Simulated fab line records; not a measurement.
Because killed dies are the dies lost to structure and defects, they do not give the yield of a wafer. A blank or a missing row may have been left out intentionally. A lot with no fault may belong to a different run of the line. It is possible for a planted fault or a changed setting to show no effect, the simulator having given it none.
What tool caused it? :: flow nandHarc :: route of 1302 steps, sampled at 1 step: 6 lots, 18 wafers

## WHAT THE GAUGES READ, wafer by wafer
NHARC_A_CONTACT_OVL_MEAS_09.
lot: L965
measured: day 22 21:05
on: overlay-02
overlayXNm (nm): 1.0 1.7 1.5

lot: L968
measured: day 23 13:54
on: overlay-02
overlayXNm (nm): -0.9 0.0 -0.5

lot: L976
measured: day 26 20:26
on: overlay-01
overlayXNm (nm): -1.5 -1.2 -1.0

lot: L977
measured: day 27 08:44
on: overlay-01
overlayXNm (nm): 0.9 0.4 1.3

lot: L983
measured: day 30 09:40
on: overlay-01
overlayXNm (nm): -1.2 -1.2 -1.0

lot: L986
measured: day 31 16:31
on: overlay-01
overlayXNm (nm): 2.0 1.4 1.3

## WHICH TOOL RAN EACH LOT (tool, then ch and the chambers of the sampled wafers, then the start)
The record holds no process step before these readings.

## THE ANSWER, worked out from the rows above alone
Rule: usual is defined by the lots themselves. Put in order of their means at a reading, lots are off if they are a third of the lots or fewer, leave a main group of 4 or more, and stand apart from it by a gap of 3 or more times the standard deviation of the main group's means; of several such gaps the widest counts. The tables above print the reading to a certain number of digits; a main group whose means all agree to those digits is not used. A lot without any number at a reading at which 4 lots or more have one is off too. The other lots that the step has rows for count as sound.
No lot is off at any reading shown: from this, nothing can be told.

## WHAT HAD BEEN PUT IN BY THE SIMULATOR
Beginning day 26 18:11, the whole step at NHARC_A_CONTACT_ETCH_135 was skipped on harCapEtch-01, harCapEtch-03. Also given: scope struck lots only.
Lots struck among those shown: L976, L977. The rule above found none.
